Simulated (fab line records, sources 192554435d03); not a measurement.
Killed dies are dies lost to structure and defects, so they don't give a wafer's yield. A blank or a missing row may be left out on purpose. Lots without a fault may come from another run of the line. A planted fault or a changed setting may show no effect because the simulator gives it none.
Chamber matching | flow n5_finfet | N5_BEOL_M2_CO_CAP_55 on cvd_co-02: 3 sister chambers
The step material Co, precursor CCTBA/H2, target thk 2 nm, time 102.1 s. 3 wafers are shown with their chamber, then 12 later ones without.

WAFERS WITH THEIR CHAMBER
wafer  | chamber | heater_power_outer_w (W)
L084.1 | 2       | 107
L084.2 | 1       | 108
L084.6 | 0       | 170

WAFERS WITHOUT THEIR CHAMBER
wafer  | heater_power_outer_w (W)
L085.1 | 175
L085.5 | 172
L085.6 | 104
L086.1 | 106
L086.2 | 171
L086.4 | 107
L091.1 | 107
L091.4 | 106
L091.5 | 103
L092.2 | 106
L092.4 | 107
L092.6 | 174

WHICH CHAMBER EACH WENT THROUGH
wafer  | from the rows above     | in truth
L085.1 | 0                       | 0
L085.5 | 0                       | 0
L085.6 | can't be placed: 2 or 1 | 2
L086.1 | can't be placed: 2 or 1 | 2
L086.2 | 0                       | 0
L086.4 | can't be placed: 2 or 1 | 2
L091.1 | can't be placed: 2 or 1 | 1
L091.4 | can't be placed: 2 or 1 | 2
L091.5 | can't be placed: 2 or 1 | 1
L092.2 | can't be placed: 2 or 1 | 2
L092.4 | can't be placed: 2 or 1 | 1
L092.6 | 0                       | 0
Placed correctly: 4 of 12. Can't be placed from these rows: 8 (the true chamber is among the candidates in 8). Placed wrongly: 0.
How it was worked out, from the rows above alone: a wafer's distance from a chamber is the root of the sum, over the readings, of the square of ((its reading less the chamber's mean) divided by the reading's scatter). The wafer belongs to the nearest chamber; if the next one is less than 2 further off, it can't be placed. A chamber's mean is the mean of its shown wafers. The scatter: with one shown wafer a chamber, the root of the mean of the squares of how far each hidden wafer lies from its nearest shown one.
